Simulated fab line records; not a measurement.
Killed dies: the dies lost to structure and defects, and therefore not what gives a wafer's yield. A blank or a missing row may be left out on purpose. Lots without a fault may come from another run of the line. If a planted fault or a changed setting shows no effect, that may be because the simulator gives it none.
Matching of chambers -- flow nand_harc -- 4 sister chambers for NHARC_P_CONTACT_CMP_01 on cmp-02
The step polishes SiO2, target thk 200 nm. 4 wafers are shown with their chamber, then 10 later ones without.

== WAFERS PAIRED WITH THEIR CHAMBERS ==
wafer,chamber,motor_current_A (A)
L081.2,2,13.6
L081.5,0,12.6
L083.1,3,9.9
L083.4,1,10.3

== WAFERS WITH NO CHAMBER GIVEN ==
wafer,motor_current_A (A)
L083.5,9.9
L087.1,10.1
L087.2,10.1
L087.4,13.1
L091.1,13.1
L091.3,9.9
L091.6,10.2
L092.1,12.7
L092.2,12.5
L092.3,10.0

== CHAMBER TAKEN BY EACH ==
wafer,from the rows above,in truth
L083.5,can't be placed: 3 or 1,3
L087.1,can't be placed: 3 or 1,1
L087.2,can't be placed: 3 or 1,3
L087.4,can't be placed: 0 or 2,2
L091.1,can't be placed: 0 or 2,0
L091.3,can't be placed: 3 or 1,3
L091.6,can't be placed: 1 or 3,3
L092.1,0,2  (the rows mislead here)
L092.2,0,0
L092.3,can't be placed: 3 or 1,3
Correct placement for 1 of the 10. Can't be placed from these rows: 8 (the true chamber is among the candidates in 8). Number placed wrongly: 1.
How it was worked out, from the rows above alone: a wafer's distance from a chamber is the root of the sum, over the readings, of the square of ((its reading less the chamber's mean) divided by the reading's scatter). If the next closest chamber is less than 2 further off than the closest, the wafer can't be placed; otherwise it belongs to the closest. For every chamber, the mean is computed from those of its wafers that are shown. The scatter: with one shown wafer a chamber, the root of the mean of the squares of how far each hidden wafer lies from its nearest shown one.
